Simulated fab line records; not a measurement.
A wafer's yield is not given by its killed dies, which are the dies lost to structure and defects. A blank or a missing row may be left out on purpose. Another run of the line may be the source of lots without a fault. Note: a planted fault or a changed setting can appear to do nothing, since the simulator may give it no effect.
Matching of chambers ; flow nandHarc ; NHARC_A_CONTACT_ETCH_106 on rieDiel-07 has 4 sister chambers
The step etches the open film in CF4/O2, target depth 60 nm, overetch 6 nm, time 33 s. 4 wafers are shown with their chamber, then 12 later ones without.

== WAFERS, EACH WITH ITS CHAMBER ==
wafer;chamber;showerheadPlenumPTorr (Torr)
L090.2;2;1.35
L089.1;1;1.26
L089.4;0;1.27
L089.5;3;1.35

== WAFERS WHOSE CHAMBER IS MISSING ==
wafer;showerheadPlenumPTorr (Torr)
L092.1;1.26
L092.2;1.35
L092.4;1.27
L094.1;1.35
L094.3;1.26
L094.5;1.35
L097.1;1.27
L097.2;1.26
L097.3;1.35
L095.2;1.35
L095.4;1.34
L095.5;1.35

== WHICH CHAMBER EACH ONE RAN IN ==
wafer;from the rows above;in truth
L092.1;1;1
L092.2;can't be placed: 2 or 3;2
L092.4;0;0
L094.1;can't be placed: 2 or 3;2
L094.3;1;1
L094.5;can't be placed: 2 or 3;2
L097.1;0;0
L097.2;1;1
L097.3;can't be placed: 2 or 3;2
L095.2;can't be placed: 2 or 3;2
L095.4;can't be placed: 2 or 3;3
L095.5;can't be placed: 2 or 3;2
5 of 12 placed correctly. From these rows, 7 cannot be placed; in 7 the true chamber is one of the candidates. Placed wrongly: 0.
How it was worked out, from the rows above alone: a wafer's distance from a chamber is the root of the sum, over the readings, of the square of ((its reading less the chamber's mean) divided by the reading's scatter). If the next closest chamber is less than 2 further off than the closest, the wafer can't be placed; otherwise it belongs to the closest. A chamber's mean is the mean of its shown wafers. The scatter: with one shown wafer a chamber, the root of the mean of the squares of how far each hidden wafer lies from its nearest shown one.
